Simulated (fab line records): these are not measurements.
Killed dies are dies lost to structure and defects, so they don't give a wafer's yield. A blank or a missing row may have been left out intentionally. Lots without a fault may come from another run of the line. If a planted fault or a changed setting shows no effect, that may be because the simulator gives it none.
fab line records	flow nand_harc	part 2 of 2: steps 19 to 32 of 32
[record] lots = 5	wafers = 15	last_day = 33
route steps=1302 shown P_GATE@139
lots untouched by any fault: they come from a run of this same line in which no faults occurred
start_h: the number of hours between the record's first day and the start of the first shown wafer of the lot	wait_h: time in hours since the lot's previous step	" same as the row above	L1.1+2: one row covering several wafers at once	- value missing, or start not given	* or withheld: withheld	< > ~ a bound
route shown NAME@n: names a module that has steps shown in the file, with the first one's number in the route	usual: mean and standard deviation over wafers with no fault	same: alike in all rows	chamber/n: place in a boat	sites: each site's reading	_std_site: standard deviation of those values	_edge_site: inner sites' mean taken away from outer sites' mean	radius_mm: how far each site lies from the wafer's centre	mask NAME#n: copy n	behind: the tool/chamber that last shaped the wafer	hold: cause of the lot's hold/its duration in hours/its outcome	device: transistor that didn't switch, given as n, p or np	end of line: at the end of the route, the tests of the same wafers	step lacking rows: just its recipe	killed: count of dies lost to structure and defects at first sort (not the wafer's yield)	map: dies across one wafer; x = killed, . = not, _ = none there
set.NAME: the run value of the setting; set.NAME@STEP: its run value at that earlier step	model.NAME: the simulator's own value behind a step, which no gauge read
a table for each step, a row for each wafer; lots at some steps of the route
services: the hour from which a tool's chamber was out of use, counted from the record's first day as start_h (under 0 if before that day), plus the number of hours and why
[[steps]]
[step NHARC_P_GATE_STRIP_101]
[recipe] time_s = 20	o2_flow_sccm = 500	ar_flow_sccm = 0	bias_w = 0	chemistry = O2
[usual] drypump_motor_current_A = 5.6/0.42	oes_product_au = 1.003/0.011	rf_vpp_V = 57.8/0.9	showerhead_plenum_p_Torr = 3.51/0.17	throttle_valve_pct = 17.036/0.0096
[same] bias_w = 0
lot.wafer	tool	chamber	start_h	wait_h	drypump_motor_current_A	oes_product_au	rf_hours_counter_h	rf_vpp_V	showerhead_plenum_p_Torr	throttle_valve_pct
L077.4	rie_diel-03	3	143.48	0.1	6.2	0.996	1.7	57.5	3.77	17.042
L077.2	"	0	"	"	5.7	0.988	1.7	58.1	3.40	17.039
L077.6	"	2	"	"	5.5	0.997	-	58.1	3.53	17.056
L078.1	rie_diel-07	3	147.38	0.1	5.7	1.002	1.2	59.6	3.71	17.027
L078.5	"	0	"	"	4.9	1.010	-	57.5	3.56	17.018
L078.6	"	1	"	"	5.2	1.013	-	59.2	3.78	17.045
L082.3	rie_diel-02	1	194.55	0.1	5.5	0.996	8.6	57.5	3.39	17.037
L082.6	"	0	"	"	5.1	1.010	-	57.3	3.32	17.023
L082.5	"	1	"	"	5.5	0.994	-	57.2	3.39	17.040
L088.3	rie_diel-03	0	253.70	0.1	5.7	0.997	6.4	57.0	3.40	17.037
L088.2	"	1	"	"	5.8	1.011	6.7	57.4	3.76	17.037
L088.4	"	2	"	"	5.5	1.013	6.7	57.1	3.53	17.038
L095.2	rie_diel-02	3	325.19	0.1	5.9	1.019	5.8	56.1	3.33	17.020
L095.4	"	0	"	"	5.1	0.998	7.3	56.1	3.32	17.037
L095.5	"	3	"	"	5.9	1.024	-	57.4	3.33	17.040
[step NHARC_P_GATE_PRECLEAN_97]
[recipe] time_s = 600	temp_c = 120	chemistry = SPM
lot.wafer	tool	chamber	start_h	wait_h
L077.2+4+6	wet_bench-07	0,4,5	143.57	-
L078.5+1+6	wet_bench-07	5,6,0	147.47	-
L082.3+5+6	wet_bench-01	0,4,5	194.65	-
L088.2+3+4	wet_bench-01	4,7,0	253.79	-
L095.2+5+4	wet_bench-01	2,3,5	325.29	-
[step NHARC_P_GATE_SRD_98]
lot.wafer	tool	chamber	start_h	wait_h
L077.2+4+6	wet_bench-07	0,4,5	-	-
L078.5+1+6	wet_bench-07	5,6,0	-	-
L082.3+5+6	wet_bench-01	0,4,5	-	-
L088.2+3+4	wet_bench-01	4,7,0	-	-
L095.2+5+4	wet_bench-01	2,3,5	-	-
[step NHARC_P_GATE_PRECLEAN_99]
[recipe] time_s = *	temp_c = 50	bath_age_min = 0	chemistry = SC1
[usual] diw_flow_mL_min = 1415/4	h2o2_flow_mL_min = 56.60/0.17
lot.wafer	tool	chamber	start_h	wait_h	diw_flow_mL_min	h2o2_flow_mL_min
L077.2	wet_bench-07	0	-	-	1413	56.48
L077.4	"	4	"	"	1415	56.54
L077.6	"	5	"	"	1412	56.31
L078.5	wet_bench-07	5	-	-	1410	56.56
L078.1	"	6	"	"	1420	56.72
L078.6	"	0	"	"	1419	56.61
L082.3	wet_bench-01	0	-	-	1422	56.79
L082.5	"	4	"	"	1417	56.46
L082.6	"	5	"	"	1407	56.63
L088.2	wet_bench-01	4	-	-	1418	56.67
L088.3	"	7	"	"	1415	56.91
L088.4	"	0	"	"	1418	56.39
L095.2	wet_bench-01	2	-	-	1418	56.57
L095.5	"	3	"	"	1412	56.69
L095.4	"	5	"	"	1408	56.58
[step NHARC_P_GATE_SRD_100]
lot.wafer	tool	chamber	start_h	wait_h
L077.2+4+6	wet_bench-07	0,4,5	-	-
L078.5+1+6	wet_bench-07	5,6,0	-	-
L082.3+5+6	wet_bench-01	0,4,5	-	-
L088.2+3+4	wet_bench-01	4,7,0	-	-
L095.2+5+4	wet_bench-01	2,3,5	-	-
[step NHARC_P_GATE_DEHYDRATE_38]
[recipe] temp_c = 150	time_s = 120
[usual] chill_plate_temp_C = 23.00/0.11
lot.wafer	tool	chamber	start_h	wait_h	chill_plate_temp_C
L077.2	litho_track-07	0	143.97	-	22.95
L077.4	"	0	"	"	22.99
L077.6	"	0	"	"	22.83
L078.1	litho_track-02	0	147.87	-	23.09
L078.5	"	0	"	"	23.08
L078.6	"	0	"	"	23.12
L082.3	litho_track-02	0	195.05	-	22.90
L082.5	"	0	"	"	22.77
L082.6	"	0	"	"	22.86
L088.2	litho_track-02	0	254.19	-	23.02
L088.3	"	0	"	"	22.96
L088.4	"	0	"	"	22.90
L095.2	litho_track-03	0	325.68	-	23.19
L095.4	"	0	"	"	23.15
L095.5	"	0	"	"	23.09
[step NHARC_P_GATE_HMDS_39]
[recipe] time_s = 30
[usual] chill_plate_temp_C = 22.99/0.11
lot.wafer	tool	chamber	start_h	wait_h	chill_plate_temp_C
L077.2	litho_track-07	0	-	-	23.11
L077.4	"	0	"	"	23.09
L077.6	"	0	"	"	22.96
L078.1	litho_track-02	0	-	-	23.03
L078.5	"	0	"	"	23.06
L078.6	"	0	"	"	23.07
L082.3	litho_track-02	0	-	-	22.84
L082.5	"	0	"	"	22.94
L082.6	"	0	"	"	22.92
L088.2	litho_track-02	0	-	-	23.07
L088.3	"	0	"	"	22.94
L088.4	"	0	"	"	22.96
L095.2	litho_track-03	0	-	-	22.95
L095.4	"	0	"	"	22.97
L095.5	"	0	"	"	22.87
[step NHARC_P_GATE_COAT_40]
[recipe] spin_rpm = 3000
[usual] chill_plate_temp_C = 22.99/0.1
lot.wafer	tool	chamber	start_h	wait_h	chill_plate_temp_C
L077.2	litho_track-07	0	-	-	23.08
L077.4	"	0	"	"	22.89
L077.6	"	0	"	"	23.09
L078.1	litho_track-02	0	-	-	22.93
L078.5	"	0	"	"	23.00
L078.6	"	0	"	"	22.95
L082.3	litho_track-02	0	-	-	23.02
L082.5	"	0	"	"	23.00
L082.6	"	0	"	"	23.04
L088.2	litho_track-02	0	-	-	23.02
L088.3	"	0	"	"	22.90
L088.4	"	0	"	"	22.93
L095.2	litho_track-03	0	-	-	23.05
L095.4	"	0	"	"	22.94
L095.5	"	0	"	"	22.89
[step NHARC_P_GATE_SOFTBAKE_41]
[recipe] temp_c = 122	time_s = 95
[usual] chill_plate_temp_C = 23.00/0.11
lot.wafer	tool	chamber	start_h	wait_h	chill_plate_temp_C
L077.2	litho_track-07	0	-	-	22.87
L077.4	"	0	"	"	22.99
L077.6	"	0	"	"	23.13
L078.1	litho_track-02	0	-	-	23.20
L078.5	"	0	"	"	23.07
L078.6	"	0	"	"	23.20
L082.3	litho_track-02	0	-	-	23.13
L082.5	"	0	"	"	22.99
L082.6	"	0	"	"	23.03
L088.2	litho_track-02	0	-	-	22.97
L088.3	"	0	"	"	23.16
L088.4	"	0	"	"	22.92
L095.2	litho_track-03	0	-	-	23.07
L095.4	"	0	"	"	23.13
L095.5	"	0	"	"	22.97
[step NHARC_P_GATE_EBR_42]
[usual] chill_plate_temp_C = 22.99/0.11
lot.wafer	tool	chamber	start_h	wait_h	chill_plate_temp_C
L077.2	litho_track-07	0	-	-	22.94
L077.4	"	0	"	"	22.93
L077.6	"	0	"	"	22.90
L078.1	litho_track-02	0	-	-	23.09
L078.5	"	0	"	"	23.09
L078.6	"	0	"	"	22.98
L082.3	litho_track-02	0	-	-	22.99
L082.5	"	0	"	"	23.04
L082.6	"	0	"	"	23.08
L088.2	litho_track-02	0	-	-	22.79
L088.3	"	0	"	"	22.93
L088.4	"	0	"	"	22.98
L095.2	litho_track-03	0	-	-	22.85
L095.4	"	0	"	"	22.88
L095.5	"	0	"	"	22.90
[step NHARC_P_GATE_EXPOSE_43]
[recipe] na = 0.6	target_cd_nm = 720	dose_mj = 14.81	mask_id = P_NSD
lot.wafer	tool	chamber	start_h	wait_h	mask
L077.2+4+6	krf_scanner-04	0	144.25	-	P_NSD#0
L078.1+5+6	krf_scanner-04	0	148.02	-	P_NSD#0
L082.3+5+6	krf_scanner-03	0	195.32	-	P_NSD#0
L088.2+3+4	krf_scanner-04	0	254.46	-	P_NSD#0
L095.2+4+5	krf_scanner-02	0	325.96	-	P_NSD#0
[step NHARC_P_GATE_PEB_44]
[recipe] peb_temp_c = 118	peb_time_s = 85
[usual] chill_plate_temp_C = 23.00/0.087
lot.wafer	tool	chamber	start_h	wait_h	chill_plate_temp_C
L077.2	litho_track-07	0	144.31	0.1	22.88
L077.4	"	0	"	"	22.90
L077.6	"	0	"	"	22.92
L078.1	litho_track-03	0	148.08	0.1	22.91
L078.5	"	0	"	"	22.95
L078.6	"	0	"	"	23.08
L082.3	litho_track-07	0	195.38	0.1	23.14
L082.5	"	0	"	"	22.91
L082.6	"	0	"	"	22.99
L088.2	litho_track-03	0	254.53	0.1	23.14
L088.3	"	0	"	"	23.12
L088.4	"	0	"	"	23.08
L095.2	litho_track-02	0	326.02	0.1	23.07
L095.4	"	0	"	"	23.11
L095.5	"	0	"	"	23.15
[step NHARC_P_GATE_DEVELOP_45]
[recipe] time_s = 70
[usual] chill_plate_temp_C = 22.97/0.095
lot.wafer	tool	chamber	start_h	wait_h	chill_plate_temp_C
L077.2	litho_track-07	0	-	-	23.06
L077.4	"	0	"	"	22.89
L077.6	"	0	"	"	22.78
L078.1	litho_track-03	0	-	-	22.86
L078.5	"	0	"	"	22.77
L078.6	"	0	"	"	22.78
L082.3	litho_track-07	0	-	-	23.01
L082.5	"	0	"	"	23.11
L082.6	"	0	"	"	23.10
L088.2	litho_track-03	0	-	-	22.89
L088.3	"	0	"	"	23.02
L088.4	"	0	"	"	23.00
L095.2	litho_track-02	0	-	-	22.86
L095.4	"	0	"	"	22.94
L095.5	"	0	"	"	22.92
[step NHARC_P_GATE_CD_MEAS_46]
[recipe] target_cd_nm = 720	landing_energy_ev = 500
[usual] cd_nm = 719.4/1.7
lot.wafer	tool	chamber	start_h	wait_h	cd_nm
L077.2	cd_sem-02	0	144.41	-	716.9
L077.4	"	0	"	"	718.4
L077.6	"	0	"	"	719.2
L078.1	cd_sem-01	0	148.17	-	720.1
L078.5	"	0	"	"	718.6
L078.6	"	0	"	"	718.7
L082.3	cd_sem-02	0	195.47	-	717.3
L082.5	"	0	"	"	718.4
L082.6	"	0	"	"	720.4
L088.2	cd_sem-02	0	254.62	-	718.9
L088.3	"	0	"	"	717.7
L088.4	"	0	"	"	719.7
L095.2	cd_sem-03	0	326.11	-	720.9
L095.4	"	0	"	"	719.4
L095.5	"	0	"	"	719.9
[[services]]
tool	chamber	start_h	hours	kind
rie_diel-07	-	117.20	9.0	pm
wet_bench-07	-	160.00	8.0	pm
rie_si-06	1	162.26	10.8	repair
rie_diel-07	3	175.94	13.5	repair
wet_bench-09	-	176.84	8.0	pm
litho_track-06	-	179.00	7.0	pm
krf_scanner-04	-	182.00	4.0	pm
rie_si-06	-	185.21	1.1	repair
rie_diel-07	-	187.88	0.4	repair
rie_diel-03	-	194.08	0.6	repair
rie_si-06	0	195.06	3.8	repair
rie_si-06	-	208.38	3.6	repair
rie_diel-02	-	216.70	9.0	pm
litho_track-02	-	227.00	7.0	pm
ald_sin-04	1	240.08	6.8	repair
litho_track-07	-	251.00	7.0	pm
rie_diel-03	-	254.16	1.2	repair
rie_diel-03	-	269.62	1.0	repair
litho_track-03	-	275.00	7.0	pm
wet_bench-01	-	277.60	8.0	pm
rie_diel-03	-	281.30	9.0	pm
rie_diel-07	-	294.20	9.0	pm
rie_diel-07	1	304.94	4.0	repair
rie_diel-07	3	308.73	40.5	repair
